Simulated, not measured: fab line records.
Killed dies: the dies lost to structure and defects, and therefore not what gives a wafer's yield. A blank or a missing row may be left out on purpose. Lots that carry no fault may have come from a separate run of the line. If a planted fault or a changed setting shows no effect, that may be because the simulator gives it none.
Matching of chambers | flow n5-finfet | N5_BEOL_M2_CO_CAP_55 on cvd-co-02 has 3 sister chambers
The step material Co, precursor CCTBA/H2, target thk 2 nm, time 102.1 s. 27 wafers are shown with their chamber, then 12 later ones without.

## WAFERS PAIRED WITH THEIR CHAMBERS
wafer  | chamber | heater-power-w (W) | chamber-pressure-Torr (Torr)
L075.1 | 0       | 269                | 29.98
L075.4 | 2       | 243                | 29.98
L075.6 | 1       | 218                | 30.04
L076.1 | 2       | 243                | 30.09
L076.5 | 1       | 228                | 30.00
L076.6 | 2       | 239                | 30.02
L077.2 | 2       | 237                | 30.05
L077.5 | 0       | 272                | 30.02
L077.6 | 1       | 212                | 29.92
L079.1 | 2       | 233                | 30.08
L079.2 | 0       | 260                | 30.10
L079.4 | 2       | 236                | 30.04
L080.3 | 2       | 238                | 30.02
L080.4 | 0       | 272                | 30.06
L080.5 | 1       | 219                | 29.98
L081.2 | 2       | 238                | 29.79
L081.5 | 0       | 269                | 30.14
L081.6 | 2       | 236                | 29.97
L083.1 | 1       | 214                | 30.02
L083.2 | 2       | 239                | 29.94
L083.3 | 0       | 271                | 29.93
L084.1 | 1       | 219                | 30.10
L084.5 | 2       | 242                | 30.09
L084.6 | 0       | 274                | 29.92
L087.1 | 2       | 232                | 30.06
L087.3 | 0       | 261                | 29.99
L087.4 | 1       | 214                | 29.86

SIGNATURES (means of the wafers above)
reading               | chamber 0 | chamber 1 | chamber 2 | scatter within a chamber
heater-power-w        | 268.50    | 217.71    | 238.00    | 4.55
chamber-pressure-Torr | 30.0175   | 29.9886   | 30.0108   | 0.0814
Rule: for a wafer and a chamber, the distance is found by dividing, reading by reading, the gap between the wafer's reading and the chamber's mean by the reading's scatter, squaring, summing and taking the root. If the next closest chamber is less than 2 further off than the closest, the wafer can't be placed; otherwise it belongs to the closest. The scatter: take each reading less its chamber's mean, square it, sum over the shown wafers, divide by the number of wafers less the number of chambers, and take the root.

## WAFERS WITH NO CHAMBER GIVEN
wafer  | heater-power-w (W) | chamber-pressure-Torr (Torr)
L091.2 | 224                | 29.94
L091.4 | 272                | 30.02
L091.6 | 236                | 30.02
L093.1 | 240                | 30.06
L093.3 | 214                | 29.96
L093.5 | 272                | 29.94
L097.1 | 238                | 30.14
L097.2 | 279                | 29.96
L097.4 | 212                | 29.96
L096.2 | 270                | 30.03
L096.4 | 270                | 30.09
L096.6 | 237                | 30.04

## WHICH CHAMBER EACH ONE RAN IN
wafer  | from the rows above     | in truth
L091.2 | can't be placed: 1 or 2 | 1
L091.4 | 0                       | 0
L091.6 | 2                       | 2
L093.1 | 2                       | 2
L093.3 | 1                       | 1
L093.5 | 0                       | 0
L097.1 | 2                       | 2
L097.2 | 0                       | 0
L097.4 | 1                       | 1
L096.2 | 0                       | 0
L096.4 | 0                       | 0
L096.6 | 2                       | 2
11 of 12 placed correctly. Unplaceable from these rows: 1, with the true chamber sitting among the candidates in 1. Wrongly placed: 0.
